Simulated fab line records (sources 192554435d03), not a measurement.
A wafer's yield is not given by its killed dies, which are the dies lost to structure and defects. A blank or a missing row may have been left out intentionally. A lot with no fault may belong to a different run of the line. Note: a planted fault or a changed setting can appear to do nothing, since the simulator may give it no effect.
fab line records ; flow n5Finfet
record: lots: 7; wafers: 18; lastDay: 16
route steps=1938 shown MIM_BOT_LITHO@1854 MIM_BOT_ETCH@1866 PASSIVATION@1936
lots untouched by any fault: they come from a run of this same line in which no faults occurred
startH: the number of hours between the record's first day and the start of the first shown wafer of the lot ; waitH: how many hours have passed since the lot's step before this one ; " unchanged from the row above ; L1.1+2: a row that stands for several wafers ; - either no value or no given start ; * or withheld: withheld ; < > ~ a bound
route shown NAME@n: a module of which the file shows steps, and the number in the route of the first ; usual: the fault-free wafers' mean and standard deviation ; same: alike in all rows ; chamber/n: place in a boat ; sites: per-site readings ; _std_site: their standard deviation ; _edge_site: inner sites' mean taken away from outer sites' mean ; radiusMm: for every site, how far away it sits from the centre of the wafer ; mask NAME#n: copy n ; behind: the tool/chamber that last shaped the wafer ; hold: what put the lot on hold/how long, in hours/how the hold closed ; device: the transistor (n, p or np) that didn't switch ; end of line: at the end of the route, the tests of the same wafers ; a step with no rows: only its recipe ; killed: count of dies lost to structure and defects at first sort (not the wafer's yield) ; map: a wafer's dies, x killed, . not, _ none there
set.NAME: the run value of the setting; set.NAME@STEP: its run value at that earlier step ; model.NAME: the simulator's own value behind a step, which no gauge read
lots at selected steps of the route; one table per step, one row per wafer
services: a tool's chamber out of use, with start hour (startH, from the record's first day; less than 0 if before it), hours out, and reason
== steps ==
step: N5_MIM_BOT_LITHO_HMDS_01
recipe: timeS: 60; tempC: 120
step: N5_MIM_BOT_LITHO_COAT_02
recipe: spinRpm: *; resistThkNm: *
step: N5_MIM_BOT_LITHO_EBR_04
recipe: solvent: PGMEA; ebrWidthMm: 1.5
step: N5_MIM_BOT_LITHO_SOFTBAKE_03
recipe: tempC: 100; timeS: 90
step: N5_MIM_BOT_LITHO_EXPOSE_05
recipe: maskId: MIM_BOT; na: 0.55; sourceShape: conventional; sigmaOuter: 0.8; polarization: unpolarized; doseMj: 24.25
step: N5_MIM_BOT_LITHO_PEB_06
recipe: pebTempC: withheld; pebTimeS: *
step: N5_MIM_BOT_LITHO_DEVELOP_07
recipe: developTimeS: 60; rinseLiquid: diw; dry: airSpin; devTempC: 21
step: N5_MIM_BOT_LITHO_HARDBAKE_09
recipe: tempC: 130; timeS: 120
step: N5_MIM_BOT_LITHO_CD_MEAS_08
recipe: targetCdNm: 3000; landingEnergyEv: 500; detector: seInlens; polarity: opening
usual: cdNm: 3000.9/1.9
lot.wafer;tool;chamber;startH;waitH;cdNm
L708.1;cdSem-01;0;248.18;-;2999.4
L708.2;cdSem-01;0;248.18;-;2999.7
L708.4;cdSem-01;0;248.18;-;2998.1
L720.1;cdSem-01;0;323.28;-;3001.1
L720.4;cdSem-01;0;323.28;-;3002.2
L720.6;cdSem-01;0;323.28;-;2999.4
L724.3;cdSem-02;0;344.21;-;2997.4
L724.4;cdSem-02;0;344.21;-;2998.7
L723.2;cdSem-03;0;346.77;-;3002.5
L723.3;cdSem-03;0;346.77;-;2998.1
L727.2;cdSem-02;0;366.76;-;2997.2
L727.3;cdSem-02;0;366.76;-;2998.2
L725.3;cdSem-03;0;371.65;-;2999.2
L725.4;cdSem-03;0;371.65;-;2997.7
L725.5;cdSem-03;0;371.65;-;2999.2
L730.1;cdSem-03;0;386.37;-;3002.8
L730.3;cdSem-03;0;386.37;-;3002.3
L730.6;cdSem-03;0;386.37;-;3001.6
step: N5_MIM_BOT_LITHO_OVL_MEAS_11
recipe: pointsPerWafer: 44
usual: MIM_BOT_OVL: 0/4.6
lot.wafer;tool;chamber;startH;waitH;MIM_BOT_OVL[nm]
L708.1;overlay-02;0;248.21;0.0;-6
L708.2;overlay-02;0;248.21;0.0;4
L708.4;overlay-02;0;248.21;0.0;-4
L720.1;overlay-02;0;323.31;0.0;9
L720.4;overlay-02;0;323.31;0.0;3
L720.6;overlay-02;0;323.31;0.0;-1
L724.3;overlay-02;0;344.24;0.0;1
L724.4;overlay-02;0;344.24;0.0;3
L723.2;overlay-01;0;346.80;0.0;-5
L723.3;overlay-01;0;346.80;0.0;2
L727.2;overlay-02;0;366.79;0.0;12
L727.3;overlay-02;0;366.79;0.0;0
L725.3;overlay-01;0;371.68;0.0;2
L725.4;overlay-01;0;371.68;0.0;3
L725.5;overlay-01;0;371.68;0.0;2
L730.1;overlay-02;0;386.40;0.0;0
L730.3;overlay-02;0;386.40;0.0;-7
L730.6;overlay-02;0;386.40;0.0;-2
step: N5_MIM_BOT_LITHO_INSPECT_12
recipe: mode: adi; inspectInstrument: macro
usual: rawDefectCount: 2.1/1.5
lot.wafer;tool;chamber;startH;waitH;rawDefectCount
L708.1;defectInspect-01;-;248.24;0.0;1
L708.2;defectInspect-01;-;248.24;0.0;2
L708.4;defectInspect-01;-;248.24;0.0;0
L720.1;defectInspect-02;-;323.34;0.0;0
L720.4;defectInspect-02;-;323.34;0.0;2
L720.6;defectInspect-02;-;323.34;0.0;1
L724.3;defectInspect-01;-;344.26;0.0;3
L724.4;defectInspect-01;-;344.26;0.0;0
L723.2;defectInspect-02;-;346.82;0.0;2
L723.3;defectInspect-02;-;346.82;0.0;6
L727.2;defectInspect-02;-;366.81;0.0;2
L727.3;defectInspect-02;-;366.81;0.0;4
L725.3;defectInspect-02;-;371.70;0.0;1
L725.4;defectInspect-02;-;371.70;0.0;1
L725.5;defectInspect-02;-;371.70;0.0;1
L730.1;defectInspect-02;-;386.42;0.0;1
L730.3;defectInspect-02;-;386.42;0.0;2
L730.6;defectInspect-02;-;386.42;0.0;1
step: N5_MIM_BOT_LITHO_DESCUM_10
recipe: chemistry: O2; timeS: 7.9; sourcePowerW: 50; biasPowerW: 20; pressureMtorr: 20; rfFrequencyHz: 2.712e+07; tempC: 40; o2FlowSccm: 225
usual: chamberPressureMTorr: 20.001/0.018; drypumpMotorCurrentA: 5.8/0.45; oesProductAu: 0.77/0.085; rfVppV: 243.2/1.1; showerheadPlenumPTorr: 2.11/0.049; throttleValvePct: 20.5/0.32
lot.wafer;tool;chamber;startH;waitH;chamberPressureMTorr;drypumpMotorCurrentA;oesProductAu;rfHoursCounterH;rfVppV;showerheadPlenumPTorr;throttleValvePct
L708.1;rieDiel-06;1;248.30;0.1;20.003;5.7;0.67;229;243.8;2.16;20.6
L708.2;rieDiel-06;2;248.30;0.1;19.966;5.5;0.75;144;243.3;2.08;20.3
L708.4;rieDiel-06;3;248.30;0.1;19.976;5.7;0.80;111;243.6;2.11;20.7
L720.1;rieDiel-05;1;323.37;0.0;20.085;6.2;0.78;140;242.5;2.10;20.7
L720.4;rieDiel-05;3;323.37;0.0;20.009;5.4;0.76;139;244.2;2.21;20.5
L720.6;rieDiel-05;2;323.37;0.0;20.001;4.9;0.69;-;245.1;2.15;20.2
L724.3;rieDiel-06;3;344.29;0.0;19.988;5.7;0.77;150;242.0;2.10;20.7
L724.4;rieDiel-06;1;344.29;0.0;19.967;5.7;0.95;-;244.1;2.15;20.3
L723.2;rieDiel-06;2;347.06;0.2;20.027;5.5;0.72;184;243.0;2.07;20.4
L723.3;rieDiel-06;0;347.06;0.2;19.997;6.4;0.99;0;241.3;2.06;20.4
L727.2;rieDiel-06;0;366.85;0.0;20.023;6.4;0.96;7;242.5;2.06;20.5
L727.3;rieDiel-06;1;366.85;0.0;19.973;5.7;0.93;15;245.2;2.15;20.3
L725.3;rieDiel-02;3;371.78;0.1;20.015;5.9;0.70;191;242.8;2.08;20.8
L725.4;rieDiel-02;1;371.78;0.1;19.987;6.3;0.88;-;243.4;2.03;19.8
L725.5;rieDiel-02;0;371.78;0.1;20.016;6.5;0.78;-;244.6;2.18;20.4
L730.1;rieDiel-02;3;386.62;0.2;20.010;5.9;0.70;199;243.8;2.08;20.9
L730.3;rieDiel-02;0;386.62;0.2;19.972;6.5;0.78;130;244.2;2.17;20.5
L730.6;rieDiel-02;3;386.62;0.2;20.004;5.8;0.70;-;243.6;2.08;20.9
step: N5_MIM_BOT_ETCH_ETCH_04
recipe: chemistry: CF4/O2; target: SiNx; targetDepthA: 260; timeS: 13; ionEnergyEv: 100; pressureMtorr: 40; sourceW: 535; biasW: 49; Ar_flow_sccm: 100; cf4FlowSccm: 100; O2_flow_sccm: 10
usual: cf4FlowSccm: 100.04/0.29; chamberPressureMTorr: 40.00/0.036; drypumpMotorCurrentA: 5.8/0.45; oesProductAu: 0.77/0.088; rfVppV: 238/5; showerheadPlenumPTorr: 2.22/0.043; throttleValvePct: 16.07/0.28
lot.wafer;tool;chamber;startH;waitH;cf4FlowSccm;chamberPressureMTorr;drypumpMotorCurrentA;oesProductAu;rfHoursCounterH;rfVppV;showerheadPlenumPTorr;throttleValvePct;model.etch.depthNm;model.coat_of_MIM_BOT_LITHO_COAT_02.thkNm;model.MIM_BOT_ETCH.cdOffsetNm
L708.1;rieDiel-06;1;248.37;0.0;100.01;40.09;5.7;0.70;229;239;2.26;16.20;26.58;*;0
L708.2;rieDiel-06;2;248.37;0.0;100.19;40.06;5.5;0.75;144;232;2.21;15.95;25.59;*;0
L708.4;rieDiel-06;3;248.37;0.0;100.20;40.05;5.7;0.80;111;244;2.22;16.14;26.04;*;-0.2
L720.1;rieDiel-05;1;323.44;0.0;99.76;40.04;6.2;0.78;140;246;2.21;16.17;26.17;*;-0.2
L720.4;rieDiel-05;3;323.44;0.0;100.03;40.02;5.4;0.77;139;239;2.29;15.87;25.44;*;0
L720.6;rieDiel-05;2;323.44;0.0;100.30;40.02;4.9;0.69;-;245;2.26;15.88;25.48;*;0
L724.3;rieDiel-06;3;344.36;0.0;99.77;39.98;5.7;0.76;150;244;2.21;16.21;25.56;*;-0.2
L724.4;rieDiel-06;1;344.36;0.0;99.97;40.00;5.7;0.96;-;238;2.26;15.78;34.88;*;-0.4
L723.2;rieDiel-06;2;347.13;0.0;100.24;40.01;5.5;0.72;184;232;2.20;16.05;33.26;*;-0.4
L723.3;rieDiel-06;0;347.13;0.0;99.23;40.00;6.4;0.99;0;234;2.17;15.90;25.52;*;-0.2
L727.2;rieDiel-06;0;366.91;0.0;99.30;39.99;6.4;0.97;7;233;2.17;15.91;34.15;*;-0.6
L727.3;rieDiel-06;1;366.91;0.0;100.33;39.96;5.7;0.94;15;239;2.25;15.81;26.91;*;0
L725.3;rieDiel-02;3;371.85;0.0;100.07;39.98;5.9;0.72;191;228;2.19;16.43;26.47;*;0
L725.4;rieDiel-02;1;371.85;0.0;100.23;40.08;6.3;0.89;-;238;2.15;15.48;26.58;*;0
L725.5;rieDiel-02;0;371.85;0.0;100.24;40.01;6.6;0.79;-;237;2.29;16.07;26.23;*;0
L730.1;rieDiel-02;3;386.69;0.0;100.59;40.05;5.9;0.71;199;228;2.19;16.46;26.78;*;0
L730.3;rieDiel-02;0;386.69;0.0;100.40;40.02;6.5;0.78;130;237;2.29;16.09;26.13;*;-0.2
L730.6;rieDiel-02;3;386.69;0.0;100.14;39.98;5.9;0.71;-;228;2.19;16.46;26.46;*;0
step: N5_MIM_BOT_ETCH_ETCH_03
recipe: chemistry: Cl2/BCl3; targetDepthA: 120; pressureMtorr: 8; icpW: 800; biasW: 100; Cl2_flow_sccm: 20; bcl3FlowSccm: 80
usual: chamberPressureMTorr: 8.000/0.0091; drypumpMotorCurrentA: 6.0/0.44; oesProductAu: 0.78/0.038; throttleValvePct: 27.60/0.23
lot.wafer;tool;chamber;startH;waitH;chamberPressureMTorr;drypumpMotorCurrentA;oesProductAu;rfHoursCounterH;throttleValvePct
L708.1;rieMetal-02;0;248.46;0.1;8.009;6.4;0.75;47;27.39
L708.2;rieMetal-02;1;248.46;0.1;8.015;5.2;0.83;32;27.52
L708.4;rieMetal-02;0;248.46;0.1;8.003;6.4;0.76;-;27.38
L720.1;rieMetal-01;1;323.53;0.1;8.005;5.8;0.76;47;27.65
L720.4;rieMetal-01;1;323.53;0.1;7.990;5.8;0.76;-;27.66
L720.6;rieMetal-01;1;323.53;0.1;8.007;5.8;0.75;-;27.65
L724.3;rieMetal-02;0;344.48;0.1;7.990;6.4;0.73;-;27.39
L724.4;rieMetal-02;1;344.48;0.1;8.003;5.2;0.80;-;27.53
L723.2;rieMetal-03;0;347.22;0.1;7.993;6.5;0.77;38;27.37
L723.3;rieMetal-03;1;347.22;0.1;7.993;6.1;0.82;-;28.05
L727.2;rieMetal-01;0;367.00;0.1;8.002;5.8;0.75;59;27.63
L727.3;rieMetal-01;0;367.00;0.1;8.015;5.8;0.75;-;27.63
L725.3;rieMetal-03;0;371.96;0.1;8.005;6.4;0.78;-;27.40
L725.4;rieMetal-03;1;371.96;0.1;8.007;6.1;0.82;-;28.05
L725.5;rieMetal-03;1;371.96;0.1;7.994;6.1;0.82;-;28.04
L730.1;rieMetal-02;1;386.78;0.1;7.993;5.2;0.78;44;27.52
L730.3;rieMetal-02;1;386.78;0.1;7.992;5.2;0.78;-;27.54
L730.6;rieMetal-02;0;386.78;0.1;8.001;6.4;0.72;-;27.39
step: N5_MIM_BOT_ETCH_ETCH_00
recipe: chemistry: Cl2/BCl3; target: TiN; targetDepthA: 455; ionEnergyEv: 150; pressureMtorr: 10; icpW: 1000; biasW: 126; Cl2_flow_sccm: 53.25; bcl3FlowSccm: 21.75; Ar_flow_sccm: 25
usual: chamberPressureMTorr: 10.000/0.0094; drypumpMotorCurrentA: 6.0/0.44; oesProductAu: 0.78/0.039; throttleValvePct: 21.96/0.19
lot.wafer;tool;chamber;startH;waitH;chamberPressureMTorr;drypumpMotorCurrentA;oesProductAu;rfHoursCounterH;throttleValvePct;model.coat_of_MIM_BOT_LITHO_COAT_02.thkNm
L708.1;rieMetal-02;0;248.55;0.1;10.000;6.3;0.75;47;21.73;*
L708.2;rieMetal-02;1;248.55;0.1;10.007;5.2;0.82;32;21.91;*
L708.4;rieMetal-02;0;248.55;0.1;10.023;6.4;0.75;-;21.73;*
L720.1;rieMetal-01;1;323.62;0.1;9.985;5.8;0.76;47;21.96;*
L720.4;rieMetal-01;1;323.62;0.1;10.008;5.8;0.75;-;21.97;*
L720.6;rieMetal-01;1;323.62;0.1;10.001;5.8;0.76;-;21.96;*
L724.3;rieMetal-02;0;344.58;0.1;10.002;6.4;0.72;-;21.75;*
L724.4;rieMetal-02;1;344.58;0.1;10.009;5.2;0.79;-;21.98;*
L723.2;rieMetal-03;0;347.31;0.1;9.994;6.5;0.78;38;21.89;*
L723.3;rieMetal-03;1;347.31;0.1;9.998;6.1;0.83;-;22.35;*
L727.2;rieMetal-01;0;367.09;0.1;10.014;5.8;0.76;59;21.90;*
L727.3;rieMetal-01;0;367.09;0.1;9.978;5.8;0.75;-;21.90;*
L725.3;rieMetal-03;0;372.06;0.1;9.998;6.5;0.78;-;21.91;*
L725.4;rieMetal-03;1;372.06;0.1;9.996;6.2;0.82;-;22.36;*
L725.5;rieMetal-03;1;372.06;0.1;9.998;6.2;0.83;-;22.34;*
L730.1;rieMetal-02;1;386.87;0.1;10.003;5.2;0.77;44;21.96;*
L730.3;rieMetal-02;1;386.87;0.1;9.995;5.2;0.78;-;21.96;*
L730.6;rieMetal-02;0;386.87;0.1;10.003;6.4;0.72;-;21.76;*
step: N5_MIM_BOT_ETCH_STRIP_01
recipe: chemistry: O2; powerW: 600; tempC: 60; pressureMtorr: 30; rfFrequencyHz: 6e+07; biasPowerW: 0; overashFraction: 0.5; o2FlowSccm: 225
usual: chamberPressureMTorr: 30.00/0.079; drypumpMotorCurrentA: 5.7/0.48; oesProductAu: 0.76/0.074; rfVppV: 3.8/1.3; showerheadPlenumPTorr: 2.12/0.052; throttleValvePct: 16.8/0.3
lot.wafer;tool;chamber;startH;waitH;chamberPressureMTorr;drypumpMotorCurrentA;oesProductAu;rfHoursCounterH;rfVppV;showerheadPlenumPTorr;throttleValvePct
L708.1;rieDiel-06;2;248.94;0.4;30.02;5.5;0.76;144;2.6;2.09;16.6
L708.2;rieDiel-06;1;248.94;0.4;29.96;5.7;0.69;230;3.6;2.17;16.9
L708.4;rieDiel-06;0;248.94;0.4;30.02;6.4;0.69;229;4.2;2.08;17.1
L720.1;rieDiel-05;0;323.76;0.1;30.12;5.5;0.73;172;1.3;2.09;17.1
L720.4;rieDiel-05;1;323.76;0.1;30.07;6.2;0.78;140;3.4;2.11;16.9
L720.6;rieDiel-05;3;323.76;0.1;30.02;5.5;0.76;-;6.4;2.21;16.7
L724.3;rieDiel-05;2;344.68;0.1;29.98;4.9;0.69;247;4.6;2.15;16.6
L724.4;rieDiel-05;3;344.68;0.1;30.02;5.5;0.77;148;5.0;2.21;16.7
L723.2;rieDiel-05;2;347.45;0.1;30.10;4.9;0.68;248;4.0;2.15;16.6
L723.3;rieDiel-05;0;347.45;0.1;30.06;5.5;0.72;181;0.9;2.09;17.0
L727.2;rieDiel-05;0;367.23;0.1;29.91;5.5;0.74;188;5.4;2.09;17.0
L727.3;rieDiel-05;1;367.23;0.1;29.89;6.2;0.77;156;3.1;2.10;16.9
L725.3;rieDiel-02;0;372.17;0.1;29.95;6.6;0.79;123;3.3;2.18;16.7
L725.4;rieDiel-02;0;372.17;0.1;29.94;6.6;0.78;-;4.6;2.18;16.8
L725.5;rieDiel-02;1;372.17;0.1;29.95;6.3;0.89;-;6.4;2.04;16.1
L730.1;rieDiel-05;2;387.01;0.1;30.01;4.9;0.95;3;5.0;2.15;16.1
L730.3;rieDiel-05;3;387.01;0.1;29.85;5.4;0.72;165;8.5;2.21;16.8
L730.6;rieDiel-05;0;387.01;0.1;30.04;5.5;0.71;-;3.0;2.09;17.1
step: N5_PASSIVATION_PROBE_49
usual: defectLimitedYield: 90.9/1.5; killed_at_M0_to_M3: 36/9.9; killed_at_M4_up: 13/4.5; killedAtContacts: 13/6.4; killedAtFrontEnd: 42/12; killedAtOther: 3.4/3; killedDies: 107/18; killedOpen: 69/13; killedShort: 35/8.2; sort_bin_5_function: 5.3/1.1; sort_bin_6_memory: 3.4/0.69; sort_bin_8_speed: 0.00/0.0071; sortNPass: 1073/18; sortYieldPct: 90.9/1.5
same: grossDies: 1180; killedAtBackSide: 0; sort_bin_4_leakage[%]: 0
lot.wafer;tool;chamber;startH;waitH;defectLimitedYield[%];killed_at_M0_to_M3;killed_at_M4_up;killedAtContacts;killedAtFrontEnd;killedAtOther;killedDies;killedOpen;killedShort;sort_bin_5_function[%];sort_bin_6_memory[%];sort_bin_8_speed[%];sortNPass;sortYieldPct[%]
L720.1;prober-01;-;331.58;0.0;91.5;41;21;3;35;0;100;75;24;5.8;2.4;0;1080;91.5
L720.4;prober-01;-;331.73;0.2;93.1;26;23;2;30;1;82;62;19;4.2;2.5;0;1098;93.1
L720.6;prober-01;-;331.83;0.3;90.3;33;21;11;48;1;114;84;28;5.6;3.7;0;1066;90.3
L723.2;prober-02;-;356.03;0.1;89.7;53;12;22;32;2;121;78;42;6.0;3.9;0;1059;89.7
L723.3;prober-02;-;356.08;0.1;90.3;30;11;23;45;6;115;83;30;5.7;3.5;0;1065;90.3
L727.2;prober-01;-;376.86;0.8;91.1;31;10;15;46;3;105;73;28;4.8;3.8;0;1075;91.1
L727.3;prober-01;-;376.91;0.9;89.2;49;16;4;58;0;127;86;38;5.8;4.5;0;1053;89.2
killed by level:class
L720.1 BEOL_M2:geometricParticle:open=17 FIN_SAQP:geometricParticle:open=11 BEOL_M3:geometricParticle:open=10 BEOL_M4:geometricParticle:open=10 FIN_SAQP:geometricParticle:short=6 BEOL_M0:geometricParticle:open=4 BEOL_M5:geometricParticle:open=4 STI_FIN_REVEAL:geometricParticle:open=3
L720.4 BEOL_M4:geometricParticle:open=12 FIN_SAQP:geometricParticle:open=10 STI_FIN_REVEAL:geometricParticle:open=8 BEOL_M3:geometricParticle:open=7 BEOL_M0_SAQP:geometricParticle:short=6 BEOL_M0_SAQP:geometricParticle:open=5 BEOL_M5:geometricParticle:open=5 BEOL_M1:geometricParticle:open=4
L720.6 FIN_SAQP:geometricParticle:open=17 BEOL_M1:geometricParticle:open=10 MOL_CONTACT_COAG:geometricParticle:open=9 BEOL_M2:geometricParticle:open=7 BEOL_M4:geometricParticle:open=7 STI_FIN_REVEAL:geometricParticle:open=6 BEOL_M5:geometricParticle:open=6 FIN_SAQP:geometricParticle:short=5
L723.2 MOL_CONTACT_COAG:geometricParticle:open=13 BEOL_M3:geometricParticle:open=12 BEOL_M0_SAQP:geometricParticle:open=11 STI_FIN_REVEAL:geometricParticle:open=9 MOL_CONTACT_COAG:geometricParticle:short=9 BEOL_M1:geometricParticle:open=8 BEOL_M0_SAQP:geometricParticle:short=6 FIN_SAQP:geometricParticle:short=5
L723.3 MOL_CONTACT_COAG:geometricParticle:open=19 FIN_SAQP:geometricParticle:open=17 BEOL_M3:geometricParticle:open=9 FIN_SAQP:geometricParticle:short=5 STI_FIN_REVEAL:geometricParticle:open=4 ILD0:geometricParticle:open=4 MOL_CONTACT_COAG:geometricParticle:short=4 BEOL_M0_SAQP:geometricParticle:open=4
L727.2 BEOL_M1:geometricParticle:open=15 FIN_SAQP:geometricParticle:open=14 MOL_CONTACT_COAG:geometricParticle:open=11 FIN_SAQP:geometricParticle:short=8 STI_FIN_REVEAL:geometricParticle:open=8 GATE_CUT:geometricParticle:short=6 BEOL_M2:geometricParticle:open=6 BEOL_M4:geometricParticle:open=6
L727.3 STI_FIN_REVEAL:geometricParticle:open=18 BEOL_M3:geometricParticle:open=15 BEOL_M2:geometricParticle:open=11 FIN_SAQP:geometricParticle:open=8 GATE_CUT:geometricParticle:short=7 BEOL_M4:geometricParticle:open=7 FIN_SAQP:geometricParticle:short=6 STARTING-WAFER:geometricParticle:open=5
== services ==
tool;chamber;startH;hours;kind
rieDiel-02;2;226.34;13.2;repair
rieDiel-06;1;233.21;4.6;repair
rieDiel-06;-;242.52;0.3;repair
rieMetal-03;-;249.95;2.8;pm
rieDiel-02;1;251.75;-;clean
rieDiel-02;1;251.75;-;consumableReplace:focusRing
rieDiel-02;1;251.75;19.5;scheduledDown
rieDiel-02;1;251.75;19.5;ventCycle
rieDiel-06;0;289.58;6.3;repair
rieMetal-02;-;293.03;1.4;pm
rieDiel-05;3;300.97;6.5;repair
rieDiel-06;1;305.30;-;clean
rieDiel-06;1;305.30;-;consumableReplace:focusRing
rieDiel-06;1;305.30;21.1;scheduledDown
rieDiel-06;1;305.30;21.1;ventCycle
rieDiel-02;0;313.14;13.1;repair
rieDiel-06;0;326.61;-;clean
rieDiel-06;0;326.61;-;consumableReplace:focusRing
rieDiel-06;0;326.61;19.2;scheduledDown
rieDiel-06;0;326.61;19.2;ventCycle
rieDiel-05;2;352.60;-;clean
rieDiel-05;2;352.60;-;consumableReplace:focusRing
rieDiel-05;2;352.60;25.6;scheduledDown
rieDiel-05;2;352.60;25.6;ventCycle
== key ==
firstSign none at tools or gauges
modelEffect: step: N5_MIM_BOT_ETCH_ETCH_04; value: etch.depthNm; without: 26.01; struck: 34.1
modelEffect: step: N5_MIM_BOT_ETCH_ETCH_00; value: coat_of_MIM_BOT_LITHO_COAT_02.thkNm; without: *; struck: *
metAt N5_MIM_BOT_ETCH_ETCH_04
struckWafers L723.2,L724.4,L727.2
onsetBetween 248.37 344.36
fault: kind: processParameterDrift; tool: rieDiel-06; chamber: -; onsetH: 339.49; steps: N5_MIM_BOT_ETCH_ETCH_04; channel: timeS; offset: *; shape: step; endH: 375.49; scope: struckWafersOnly; actsIn: *; stated: *
